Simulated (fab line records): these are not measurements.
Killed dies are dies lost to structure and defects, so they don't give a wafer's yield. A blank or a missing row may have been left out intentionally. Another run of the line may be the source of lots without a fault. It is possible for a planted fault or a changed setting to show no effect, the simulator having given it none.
Which of the tools did it?    flow n5Finfet    27 wafers from 9 lots sampled at 3 of the route's 1938 steps

## WHAT EACH GAUGE READ, for each wafer
N5_MIM_BOT_LITHO_INSPECT_12: inspects for defects (macro). Usual: rawDefectCount at 2.0, with a standard deviation of 1.3.
lot   measured      on                rawDefectCount  flag
L927  day 11 02:53  defectInspect-01  0 2 1           
L933  day 12 11:27  defectInspect-02  1 1 2           
L934  day 13 02:17  defectInspect-01  1 2 3           
L935  day 13 17:34  defectInspect-01  1 2 1           
L941  day 15 05:30  defectInspect-01  0 2 1           
L940  day 15 05:40  defectInspect-02  >300 >300 >300  OFF
L942  day 15 10:22  defectInspect-02  >300 >300 >300  OFF
L943  day 15 22:50  defectInspect-02  1 3 1           
L947  day 16 17:50  defectInspect-02  4 1 4           

## WHICH TOOL RAN EACH LOT (tool, then ch and the chambers of the sampled wafers, then the start)
lot   N5_MIM_TOP_LITHO_DESCUM_10         N5_MIM_TOP_ETCH_ETCH_00
L927  rieDiel-01 ch 0,1,3, day 11 02:03  rieMetal-02 ch 0,1, day 11 02:08
L933  rieDiel-03 ch 2,3, day 12 10:44    rieMetal-01 ch 0,1, day 12 10:50
L934  rieDiel-03 ch 1,2,3, day 13 01:25  rieMetal-02 ch 0,1, day 13 01:30
L935  rieDiel-05 ch 0,2,3, day 13 16:40  rieMetal-01 ch 0,1, day 13 16:46
L941  rieDiel-03 ch 0,1,3, day 15 04:41  rieMetal-03 ch 0,1, day 15 04:46
L940  rieDiel-01 ch 0,1,2, day 15 04:51  rieMetal-01 ch 0,1, day 15 04:56
L942  rieDiel-05 ch 0,1,2, day 15 09:32  rieMetal-01 ch 0, day 15 09:38
L943  rieDiel-03 ch 1,2, day 15 22:07    rieMetal-03 ch 0,1, day 15 22:13
L947  rieDiel-03 ch 0,1,3, day 16 16:59  rieMetal-03 ch 0,1, day 16 17:05
- N5_MIM_TOP_LITHO_DESCUM_10: chemistry O2, time 7.9 s.
- N5_MIM_TOP_ETCH_ETCH_00: etches TiN in Cl2/BCl3, target depth 38.5 nm.

## WHAT THE TOOLS THEMSELVES READ (means of the sampled wafers that have a number; where no wafer has one, the mark that the record gives instead)
N5_MIM_TOP_LITHO_DESCUM_10. Usual: drypumpMotorCurrentA 5.6 A, standard deviation 0.52; oesProductAu 0.79 a.u., standard deviation 0.1; rfVppV 242.9 V, standard deviation 1.7; showerheadPlenumPTorr 2.08 Torr, standard deviation 0.088; throttleValvePct 20.41 %, standard deviation 0.23.
lot   tool        drypumpMotorCurrentA (A)  oesProductAu (a.u.)  rfVppV (V)  showerheadPlenumPTorr (Torr)  throttleValvePct (%)  flag
L927  rieDiel-01  5.5                       0.82                 242.7       2.03                          20.35                 
L933  rieDiel-03  5.3                       0.69                 243.1       2.11                          20.49                 
L934  rieDiel-03  5.8                       0.73                 243.6       2.15                          20.56                 
L935  rieDiel-05  5.5                       0.80                 243.0       2.06                          20.20                 
L941  rieDiel-03  5.4                       0.81                 243.9       2.13                          20.58                 
L940  rieDiel-01  5.8                       0.75                 241.7       1.99                          20.48                 
L942  rieDiel-05  5.4                       0.77                 242.1       2.06                          20.27                 
L943  rieDiel-03  6.1                       0.89                 244.8       2.17                          20.28                 
L947  rieDiel-03  5.4                       0.89                 243.2       2.13                          20.45                 

N5_MIM_TOP_ETCH_ETCH_00. Usual: drypumpMotorCurrentA 5.6 A, standard deviation 0.39; oesProductAu 0.80 a.u., standard deviation 0.1; throttleValvePct 22.8 %, standard deviation 0.34.
lot   tool         drypumpMotorCurrentA (A)  oesProductAu (a.u.)  throttleValvePct (%)  flag
L927  rieMetal-02  5.7                       0.66                 23.0                  
L933  rieMetal-01  5.8                       0.82                 22.6                  
L934  rieMetal-02  5.6                       0.65                 23.2                  
L935  rieMetal-01  5.9                       0.82                 22.4                  
L941  rieMetal-03  5.5                       0.87                 22.9                  
L940  rieMetal-01  5.8                       0.81                 22.6                  
L942  rieMetal-01  5.7                       0.82                 22.7                  
L943  rieMetal-03  5.5                       0.86                 22.9                  
L947  rieMetal-03  5.1                       0.86                 22.9                  

## THE ANSWER, worked out from the rows above alone
Rule: take the mean of a lot's wafers that have a number; if it is more than 3 standard deviations from the usual mean, the lot is off. A lot without any number at a reading at which 4 lots or more have one is off too. All remaining lots with rows at the step are treated as sound. After the gauges, taken in route order, come the tools' own readings; for these a lot's mean is taken, as printed above. At the first step where some lot is off, the reading lying furthest off is the one used; lots without a number count as furthest.
Off, at N5_MIM_BOT_LITHO_INSPECT_12 on rawDefectCount: L940, L942. Without a number there: L940, L942.
If a tool, at a process step before that reading, ran all the lots that are off and no sound lot after the first of them, it fits. The gauges at N5_MIM_BOT_LITHO_INSPECT_12 are tried like those tools. One candidate fits, namely rieMetal-01 at N5_MIM_TOP_ETCH_ETCH_00. A fault onset in the window from L935 (day 13 16:46, its last sound lot) to L940 (day 15 04:56, its first lot off) fits.

## WHAT HAD BEEN PUT IN BY THE SIMULATOR
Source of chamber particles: rieMetal-01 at N5_MIM_TOP_ETCH_ETCH_00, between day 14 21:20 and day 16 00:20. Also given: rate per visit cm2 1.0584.
Struck lots among those shown: L940, L942. Same finding as the rule above.
